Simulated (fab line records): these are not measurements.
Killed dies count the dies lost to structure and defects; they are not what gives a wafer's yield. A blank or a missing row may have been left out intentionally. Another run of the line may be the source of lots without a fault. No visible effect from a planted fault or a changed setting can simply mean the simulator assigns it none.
fab line records / flow n5Finfet / part 2 of 2: steps 21 to 29 of 29
record lots=5 wafers=15 lastDay=17
route steps=1938 shown BEOL_M12@1655 BEOL_M13@1659
lots that met no fault: taken from a fault-free run of the same line
startH: hours from the record's first day to the start of the lot's first wafer shown / waitH: hours from the lot's prior step to this one / " as in the row above / L1.1+2: a single row standing in for several wafers / - no value, or no start was given / * or withheld: withheld / < > ~ a bound
route shown NAME@n: names a module that has steps shown in the file, with the first one's number in the route / usual: mean/standard deviation of fault-free wafers / same: alike in all rows / chamber/n: place in a boat / sites: readings site by site / _std_site: the standard deviation of these / _edge_site: outer sites' mean less inner sites' / radiusMm: for every site, how far away it sits from the centre of the wafer / mask NAME#n: copy n / behind: the tool/chamber that last shaped the wafer / hold: reason for holding the lot/hours on hold/outcome of the hold / device: the transistor (n, p or np) that didn't switch / end of line: at the end of the route, the tests of the same wafers / for a step that has no rows: nothing shown but its recipe / killed: dies that structure and defects cost at the first sort, which is not the same as the wafer's yield / map: a wafer's dies, marking killed ones x, the rest . and places with no die _
set.NAME: the run value of the setting; set.NAME@STEP: its run value at that earlier step / model.NAME: the simulator's own value behind a step, which no gauge read
lots at some steps of the route; a table a step, a row a wafer
services: from which hour (startH, from the record's first day; less than 0 if before it) a tool's chamber was out of use, for how many hours, and why
## steps
# step N5_BEOL_M13_STRIP_63
# recipe chemistry=N2/H2 powerW=1000 tempC=250 h2Frac=0.65 overashFraction=0.3 pressureMtorr=1000 n2FlowSccm=1750 h2FlowSccm=3250
# usual chamberPressureMTorr=999.9/1.6 drypumpMotorCurrentA=5.59/0.3 heaterPowerW=375/22 oesProductAu=0.674/0.005 stripTimeToEndpointS=28.0/1.1
lot.wafer=L074.1 tool=plasmaAsher-02 chamber=1 startH=249.14 waitH=- chamberPressureMTorr=1000.7 drypumpMotorCurrentA=5.71 heaterPowerW=335 oesProductAu=0.680 rfHoursCounterH=128 stripTimeToEndpointS=28.4
lot.wafer=L074.3 tool=plasmaAsher-02 chamber=1 startH=249.14 waitH=- chamberPressureMTorr=998.6 drypumpMotorCurrentA=5.73 heaterPowerW=339 oesProductAu=0.676 rfHoursCounterH=- stripTimeToEndpointS=28.5
lot.wafer=L074.6 tool=plasmaAsher-02 chamber=1 startH=249.14 waitH=- chamberPressureMTorr=1000.8 drypumpMotorCurrentA=5.71 heaterPowerW=357 oesProductAu=0.667 rfHoursCounterH=- stripTimeToEndpointS=27.3
lot.wafer=L085.1 tool=plasmaAsher-01 chamber=1 startH=311.03 waitH=- chamberPressureMTorr=999.9 drypumpMotorCurrentA=5.04 heaterPowerW=398 oesProductAu=0.678 rfHoursCounterH=83 stripTimeToEndpointS=27.9
lot.wafer=L085.2 tool=plasmaAsher-01 chamber=0 startH=311.03 waitH=- chamberPressureMTorr=1001.2 drypumpMotorCurrentA=5.65 heaterPowerW=365 oesProductAu=0.678 rfHoursCounterH=83 stripTimeToEndpointS=29.1
lot.wafer=L085.3 tool=plasmaAsher-01 chamber=0 startH=311.03 waitH=- chamberPressureMTorr=998.6 drypumpMotorCurrentA=5.68 heaterPowerW=368 oesProductAu=0.676 rfHoursCounterH=- stripTimeToEndpointS=28.0
lot.wafer=L088.3 tool=plasmaAsher-01 chamber=0 startH=315.50 waitH=- chamberPressureMTorr=997.9 drypumpMotorCurrentA=5.66 heaterPowerW=368 oesProductAu=0.669 rfHoursCounterH=- stripTimeToEndpointS=28.4
lot.wafer=L088.4 tool=plasmaAsher-01 chamber=1 startH=315.50 waitH=- chamberPressureMTorr=999.7 drypumpMotorCurrentA=5.06 heaterPowerW=406 oesProductAu=0.677 rfHoursCounterH=- stripTimeToEndpointS=28.1
lot.wafer=L088.5 tool=plasmaAsher-01 chamber=1 startH=315.50 waitH=- chamberPressureMTorr=1000.6 drypumpMotorCurrentA=5.08 heaterPowerW=412 oesProductAu=0.676 rfHoursCounterH=- stripTimeToEndpointS=28.0
lot.wafer=L090.1 tool=plasmaAsher-02 chamber=0 startH=333.78 waitH=- chamberPressureMTorr=999.2 drypumpMotorCurrentA=5.85 heaterPowerW=381 oesProductAu=0.677 rfHoursCounterH=143 stripTimeToEndpointS=26.8
lot.wafer=L090.2 tool=plasmaAsher-02 chamber=1 startH=333.78 waitH=- chamberPressureMTorr=1000.7 drypumpMotorCurrentA=5.69 heaterPowerW=345 oesProductAu=0.678 rfHoursCounterH=143 stripTimeToEndpointS=28.3
lot.wafer=L090.5 tool=plasmaAsher-02 chamber=1 startH=333.78 waitH=- chamberPressureMTorr=999.6 drypumpMotorCurrentA=5.71 heaterPowerW=339 oesProductAu=0.670 rfHoursCounterH=- stripTimeToEndpointS=27.1
lot.wafer=L096.3 tool=plasmaAsher-01 chamber=1 startH=363.75 waitH=- chamberPressureMTorr=1000.3 drypumpMotorCurrentA=5.10 heaterPowerW=409 oesProductAu=0.675 rfHoursCounterH=- stripTimeToEndpointS=28.1
lot.wafer=L096.4 tool=plasmaAsher-01 chamber=0 startH=363.75 waitH=- chamberPressureMTorr=999.1 drypumpMotorCurrentA=5.66 heaterPowerW=367 oesProductAu=0.673 rfHoursCounterH=- stripTimeToEndpointS=26.7
lot.wafer=L096.6 tool=plasmaAsher-01 chamber=0 startH=363.75 waitH=- chamberPressureMTorr=1000.4 drypumpMotorCurrentA=5.68 heaterPowerW=377 oesProductAu=0.672 rfHoursCounterH=- stripTimeToEndpointS=26.9
# step N5_BEOL_M13_STRIP_64
# recipe chemistry=N2/H2 powerW=1000 tempC=250 h2Frac=0.65 overashFraction=0.3 pressureMtorr=withheld n2FlowSccm=1750 h2FlowSccm=3250
# usual drypumpMotorCurrentA=5.58/0.3 heaterPowerW=375/22 oesProductAu=0.715/0.004 stripTimeToEndpointS=31.34/0.073
lot.wafer=L074.1 tool=plasmaAsher-02 chamber=1 startH=249.20 waitH=0.0 drypumpMotorCurrentA=5.72 heaterPowerW=355 oesProductAu=0.716 rfHoursCounterH=128 stripTimeToEndpointS=31.16
lot.wafer=L074.3 tool=plasmaAsher-02 chamber=1 startH=249.20 waitH=0.0 drypumpMotorCurrentA=5.74 heaterPowerW=344 oesProductAu=0.720 rfHoursCounterH=- stripTimeToEndpointS=31.21
lot.wafer=L074.6 tool=plasmaAsher-02 chamber=1 startH=249.20 waitH=0.0 drypumpMotorCurrentA=5.71 heaterPowerW=345 oesProductAu=0.706 rfHoursCounterH=- stripTimeToEndpointS=31.23
lot.wafer=L085.1 tool=plasmaAsher-01 chamber=1 startH=311.09 waitH=0.0 drypumpMotorCurrentA=5.08 heaterPowerW=399 oesProductAu=0.715 rfHoursCounterH=83 stripTimeToEndpointS=31.38
lot.wafer=L085.2 tool=plasmaAsher-01 chamber=0 startH=311.09 waitH=0.0 drypumpMotorCurrentA=5.66 heaterPowerW=359 oesProductAu=0.719 rfHoursCounterH=83 stripTimeToEndpointS=31.34
lot.wafer=L085.3 tool=plasmaAsher-01 chamber=0 startH=311.09 waitH=0.0 drypumpMotorCurrentA=5.64 heaterPowerW=372 oesProductAu=0.721 rfHoursCounterH=- stripTimeToEndpointS=31.34
lot.wafer=L088.3 tool=plasmaAsher-01 chamber=0 startH=315.56 waitH=0.0 drypumpMotorCurrentA=5.64 heaterPowerW=375 oesProductAu=0.712 rfHoursCounterH=- stripTimeToEndpointS=31.46
lot.wafer=L088.4 tool=plasmaAsher-01 chamber=1 startH=315.56 waitH=0.0 drypumpMotorCurrentA=5.09 heaterPowerW=402 oesProductAu=0.715 rfHoursCounterH=- stripTimeToEndpointS=31.40
lot.wafer=L088.5 tool=plasmaAsher-01 chamber=1 startH=315.56 waitH=0.0 drypumpMotorCurrentA=5.10 heaterPowerW=403 oesProductAu=0.717 rfHoursCounterH=- stripTimeToEndpointS=31.50
lot.wafer=L090.1 tool=plasmaAsher-02 chamber=0 startH=333.84 waitH=0.0 drypumpMotorCurrentA=5.86 heaterPowerW=385 oesProductAu=0.716 rfHoursCounterH=143 stripTimeToEndpointS=31.26
lot.wafer=L090.2 tool=plasmaAsher-02 chamber=1 startH=333.84 waitH=0.0 drypumpMotorCurrentA=5.70 heaterPowerW=354 oesProductAu=0.715 rfHoursCounterH=143 stripTimeToEndpointS=31.32
lot.wafer=L090.5 tool=plasmaAsher-02 chamber=1 startH=333.84 waitH=0.0 drypumpMotorCurrentA=5.70 heaterPowerW=346 oesProductAu=0.715 rfHoursCounterH=- stripTimeToEndpointS=31.27
lot.wafer=L096.3 tool=plasmaAsher-01 chamber=1 startH=363.81 waitH=0.0 drypumpMotorCurrentA=5.13 heaterPowerW=406 oesProductAu=0.717 rfHoursCounterH=- stripTimeToEndpointS=31.41
lot.wafer=L096.4 tool=plasmaAsher-01 chamber=0 startH=363.81 waitH=0.0 drypumpMotorCurrentA=5.68 heaterPowerW=365 oesProductAu=0.711 rfHoursCounterH=- stripTimeToEndpointS=31.46
lot.wafer=L096.6 tool=plasmaAsher-01 chamber=0 startH=363.81 waitH=0.0 drypumpMotorCurrentA=5.68 heaterPowerW=364 oesProductAu=0.712 rfHoursCounterH=- stripTimeToEndpointS=31.39
# step N5_BEOL_M13_STRIP_71
# recipe chemistry=postEtchResidueRemover timeS=60 tempC=25 removerPh=withheld removerWaterWtPct=withheld removerFluorideWtPct=withheld
lot.wafer=L074.1+3+6 tool=wetBench-05 chamber=4,5,3 startH=249.28 waitH=0.1
lot.wafer=L085.1+2+3 tool=wetBench-02 chamber=2,6,3 startH=311.18 waitH=0.1
lot.wafer=L088.3+4+5 tool=wetBench-01 chamber=3,0,7 startH=315.63 waitH=0.0
lot.wafer=L090.1+2+5 tool=wetBench-05 chamber=4,3,1 startH=333.93 waitH=0.1
lot.wafer=L096.3+4+6 tool=wetBench-02 chamber=0,2,3 startH=363.87 waitH=0.0
# step N5_BEOL_M13_SRD_72
# recipe timeS=30 tempC=23 rinseLiquid=diw dry=n2Spin spinRpm=1500 dryTimeS=30
# same dryTimeS=30
lot.wafer=L074.1+3+6 tool=wetBench-05 chamber=4,5,3 startH=249.30 waitH=0.0
lot.wafer=L085.1+2+3 tool=wetBench-02 chamber=2,6,3 startH=311.22 waitH=0.0
lot.wafer=L088.3+4+5 tool=wetBench-01 chamber=3,0,7 startH=315.65 waitH=0.0
lot.wafer=L090.1+2+5 tool=wetBench-05 chamber=4,3,1 startH=333.95 waitH=0.0
lot.wafer=L096.3+4+6 tool=wetBench-02 chamber=0,2,3 startH=363.89 waitH=0.0
# step N5_BEOL_M13_CD_MEAS_17
# recipe targetCdNm=190 polarity=opening
# usual cdNm=191.1/2
lot.wafer=L074.1 tool=cdSem-03 chamber=- startH=249.34 waitH=0.0 cdNm=192.7
lot.wafer=L074.3 tool=cdSem-03 chamber=- startH=249.34 waitH=0.0 cdNm=186.8
lot.wafer=L074.6 tool=cdSem-03 chamber=- startH=249.34 waitH=0.0 cdNm=191.0
lot.wafer=L085.1 tool=cdSem-03 chamber=- startH=311.27 waitH=0.0 cdNm=190.4
lot.wafer=L085.2 tool=cdSem-03 chamber=- startH=311.27 waitH=0.0 cdNm=188.2
lot.wafer=L085.3 tool=cdSem-03 chamber=- startH=311.27 waitH=0.0 cdNm=189.9
lot.wafer=L088.3 tool=cdSem-02 chamber=- startH=315.69 waitH=0.0 cdNm=188.5
lot.wafer=L088.4 tool=cdSem-02 chamber=- startH=315.69 waitH=0.0 cdNm=191.8
lot.wafer=L088.5 tool=cdSem-02 chamber=- startH=315.69 waitH=0.0 cdNm=190.0
lot.wafer=L090.1 tool=cdSem-01 chamber=- startH=333.99 waitH=0.0 cdNm=191.3
lot.wafer=L090.2 tool=cdSem-01 chamber=- startH=333.99 waitH=0.0 cdNm=192.0
lot.wafer=L090.5 tool=cdSem-01 chamber=- startH=333.99 waitH=0.0 cdNm=187.6
lot.wafer=L096.3 tool=cdSem-03 chamber=- startH=363.94 waitH=0.0 cdNm=189.3
lot.wafer=L096.4 tool=cdSem-03 chamber=- startH=363.94 waitH=0.0 cdNm=189.4
lot.wafer=L096.6 tool=cdSem-03 chamber=- startH=363.94 waitH=0.0 cdNm=187.0
# step N5_BEOL_M13_COAT_65
# recipe resist=SOC tempC=250 timeS=60 spinRpm=1500 resistThkNm=350
# usual chillPlateTempC=23.00/0.1
lot.wafer=L074.1 tool=lithoTrack-05 chamber=0 startH=249.38 waitH=0.0 chillPlateTempC=23.01
lot.wafer=L074.3 tool=lithoTrack-05 chamber=0 startH=249.38 waitH=0.0 chillPlateTempC=22.87
lot.wafer=L074.6 tool=lithoTrack-05 chamber=0 startH=249.38 waitH=0.0 chillPlateTempC=23.16
lot.wafer=L085.1 tool=lithoTrack-04 chamber=0 startH=311.31 waitH=0.0 chillPlateTempC=23.07
lot.wafer=L085.2 tool=lithoTrack-04 chamber=0 startH=311.31 waitH=0.0 chillPlateTempC=23.10
lot.wafer=L085.3 tool=lithoTrack-04 chamber=0 startH=311.31 waitH=0.0 chillPlateTempC=23.22
lot.wafer=L088.3 tool=lithoTrack-04 chamber=0 startH=315.73 waitH=0.0 chillPlateTempC=22.92
lot.wafer=L088.4 tool=lithoTrack-04 chamber=0 startH=315.73 waitH=0.0 chillPlateTempC=23.25
lot.wafer=L088.5 tool=lithoTrack-04 chamber=0 startH=315.73 waitH=0.0 chillPlateTempC=23.10
lot.wafer=L090.1 tool=lithoTrack-05 chamber=0 startH=334.03 waitH=0.0 chillPlateTempC=23.14
lot.wafer=L090.2 tool=lithoTrack-05 chamber=0 startH=334.03 waitH=0.0 chillPlateTempC=23.06
lot.wafer=L090.5 tool=lithoTrack-05 chamber=0 startH=334.03 waitH=0.0 chillPlateTempC=23.08
lot.wafer=L096.3 tool=lithoTrack-04 chamber=0 startH=363.97 waitH=0.0 chillPlateTempC=23.06
lot.wafer=L096.4 tool=lithoTrack-04 chamber=0 startH=363.97 waitH=0.0 chillPlateTempC=23.12
lot.wafer=L096.6 tool=lithoTrack-04 chamber=0 startH=363.97 waitH=0.0 chillPlateTempC=23.10
# step N5_BEOL_M13_COAT_66
# recipe resist=SiARC tempC=220 timeS=60 spinRpm=1500 resistThkNm=110
# usual chillPlateTempC=22.99/0.099
lot.wafer=L074.1 tool=lithoTrack-05 chamber=0 startH=- waitH=- chillPlateTempC=23.21
lot.wafer=L074.3 tool=lithoTrack-05 chamber=0 startH=- waitH=- chillPlateTempC=22.94
lot.wafer=L074.6 tool=lithoTrack-05 chamber=0 startH=- waitH=- chillPlateTempC=23.04
lot.wafer=L085.1 tool=lithoTrack-04 chamber=0 startH=- waitH=- chillPlateTempC=22.90
lot.wafer=L085.2 tool=lithoTrack-04 chamber=0 startH=- waitH=- chillPlateTempC=22.76
lot.wafer=L085.3 tool=lithoTrack-04 chamber=0 startH=- waitH=- chillPlateTempC=22.84
lot.wafer=L088.3 tool=lithoTrack-04 chamber=0 startH=- waitH=- chillPlateTempC=22.92
lot.wafer=L088.4 tool=lithoTrack-04 chamber=0 startH=- waitH=- chillPlateTempC=23.03
lot.wafer=L088.5 tool=lithoTrack-04 chamber=0 startH=- waitH=- chillPlateTempC=22.96
lot.wafer=L090.1 tool=lithoTrack-05 chamber=0 startH=- waitH=- chillPlateTempC=23.11
lot.wafer=L090.2 tool=lithoTrack-05 chamber=0 startH=- waitH=- chillPlateTempC=23.17
lot.wafer=L090.5 tool=lithoTrack-05 chamber=0 startH=- waitH=- chillPlateTempC=23.17
lot.wafer=L096.3 tool=lithoTrack-04 chamber=0 startH=- waitH=- chillPlateTempC=23.03
lot.wafer=L096.4 tool=lithoTrack-04 chamber=0 startH=- waitH=- chillPlateTempC=23.00
lot.wafer=L096.6 tool=lithoTrack-04 chamber=0 startH=- waitH=- chillPlateTempC=22.97
# step N5_BEOL_M13_COAT_22
# recipe spinRpm=2888 resistThkNm=300
# usual chillPlateTempC=22.99/0.1
lot.wafer=L074.1 tool=lithoTrack-05 chamber=0 startH=- waitH=- chillPlateTempC=22.92
lot.wafer=L074.3 tool=lithoTrack-05 chamber=0 startH=- waitH=- chillPlateTempC=22.99
lot.wafer=L074.6 tool=lithoTrack-05 chamber=0 startH=- waitH=- chillPlateTempC=23.04
lot.wafer=L085.1 tool=lithoTrack-04 chamber=0 startH=- waitH=- chillPlateTempC=22.98
lot.wafer=L085.2 tool=lithoTrack-04 chamber=0 startH=- waitH=- chillPlateTempC=23.12
lot.wafer=L085.3 tool=lithoTrack-04 chamber=0 startH=- waitH=- chillPlateTempC=22.95
lot.wafer=L088.3 tool=lithoTrack-04 chamber=0 startH=- waitH=- chillPlateTempC=22.84
lot.wafer=L088.4 tool=lithoTrack-04 chamber=0 startH=- waitH=- chillPlateTempC=22.99
lot.wafer=L088.5 tool=lithoTrack-04 chamber=0 startH=- waitH=- chillPlateTempC=22.93
lot.wafer=L090.1 tool=lithoTrack-05 chamber=0 startH=- waitH=- chillPlateTempC=22.98
lot.wafer=L090.2 tool=lithoTrack-05 chamber=0 startH=- waitH=- chillPlateTempC=22.94
lot.wafer=L090.5 tool=lithoTrack-05 chamber=0 startH=- waitH=- chillPlateTempC=22.95
lot.wafer=L096.3 tool=lithoTrack-04 chamber=0 startH=- waitH=- chillPlateTempC=23.11
lot.wafer=L096.4 tool=lithoTrack-04 chamber=0 startH=- waitH=- chillPlateTempC=22.90
lot.wafer=L096.6 tool=lithoTrack-04 chamber=0 startH=- waitH=- chillPlateTempC=23.02
# step N5_BEOL_M13_EBR_24
# recipe solvent=PGMEA ebrWidthMm=1.5
# usual chillPlateTempC=22.99/0.11
# same ebrWidthMm=1.5
lot.wafer=L074.1 tool=lithoTrack-05 chamber=0 startH=- waitH=- chillPlateTempC=23.06
lot.wafer=L074.3 tool=lithoTrack-05 chamber=0 startH=- waitH=- chillPlateTempC=22.92
lot.wafer=L074.6 tool=lithoTrack-05 chamber=0 startH=- waitH=- chillPlateTempC=22.94
lot.wafer=L085.1 tool=lithoTrack-04 chamber=0 startH=- waitH=- chillPlateTempC=22.96
lot.wafer=L085.2 tool=lithoTrack-04 chamber=0 startH=- waitH=- chillPlateTempC=23.27
lot.wafer=L085.3 tool=lithoTrack-04 chamber=0 startH=- waitH=- chillPlateTempC=22.91
lot.wafer=L088.3 tool=lithoTrack-04 chamber=0 startH=- waitH=- chillPlateTempC=22.98
lot.wafer=L088.4 tool=lithoTrack-04 chamber=0 startH=- waitH=- chillPlateTempC=22.91
lot.wafer=L088.5 tool=lithoTrack-04 chamber=0 startH=- waitH=- chillPlateTempC=23.01
lot.wafer=L090.1 tool=lithoTrack-05 chamber=0 startH=- waitH=- chillPlateTempC=22.73
lot.wafer=L090.2 tool=lithoTrack-05 chamber=0 startH=- waitH=- chillPlateTempC=22.89
lot.wafer=L090.5 tool=lithoTrack-05 chamber=0 startH=- waitH=- chillPlateTempC=23.05
lot.wafer=L096.3 tool=lithoTrack-04 chamber=0 startH=- waitH=- chillPlateTempC=22.87
lot.wafer=L096.4 tool=lithoTrack-04 chamber=0 startH=- waitH=- chillPlateTempC=23.02
lot.wafer=L096.6 tool=lithoTrack-04 chamber=0 startH=- waitH=- chillPlateTempC=23.06
## services
tool=krfScanner-02 chamber=- startH=225.02 hours=0.9 kind=repair
tool=wetBench-05 chamber=- startH=233.06 hours=6.0 kind=repair
tool=krfScanner-01 chamber=- startH=237.94 hours=4.0 kind=pm
tool=rieDiel-02 chamber=3 startH=240.22 hours=32.8 kind=repair
tool=plasmaAsher-01 chamber=- startH=241.24 hours=5.7 kind=repair
tool=pecvd-02 chamber=- startH=245.16 hours=1.7 kind=repair
tool=krfScanner-01 chamber=- startH=256.53 hours=1.3 kind=pm
tool=krfScanner-01 chamber=- startH=257.83 hours=0.8 kind=pm
tool=wetBench-02 chamber=- startH=259.33 hours=4.1 kind=repair
tool=plasmaAsher-02 chamber=- startH=268.38 hours=2.8 kind=repair
tool=krfScanner-01 chamber=- startH=278.45 hours=1.0 kind=pm
tool=rieDiel-04 chamber=1 startH=279.44 hours=3.4 kind=repair
tool=rieDiel-04 chamber=2 startH=293.66 hours=8.2 kind=repair
tool=pecvd-04 chamber=- startH=298.18 hours=0.4 kind=repair
tool=pecvd-04 chamber=- startH=310.59 hours=0.5 kind=repair
tool=rieDiel-06 chamber=1 startH=311.17 hours=5.3 kind=repair
tool=pecvd-04 chamber=- startH=318.37 hours=0.7 kind=repair
tool=pecvd-04 chamber=- startH=330.29 hours=1.7 kind=repair
tool=rieDiel-02 chamber=- startH=332.25 hours=2.8 kind=pm
tool=pecvd-02 chamber=- startH=334.10 hours=1.0 kind=repair
tool=pecvd-04 chamber=- startH=355.62 hours=1.7 kind=repair
tool=krfScanner-01 chamber=- startH=358.64 hours=0.9 kind=repair
tool=rieDiel-04 chamber=0 startH=360.69 hours=4.7 kind=repair
tool=rieDiel-04 chamber=2 startH=360.94 hours=2.5 kind=repair
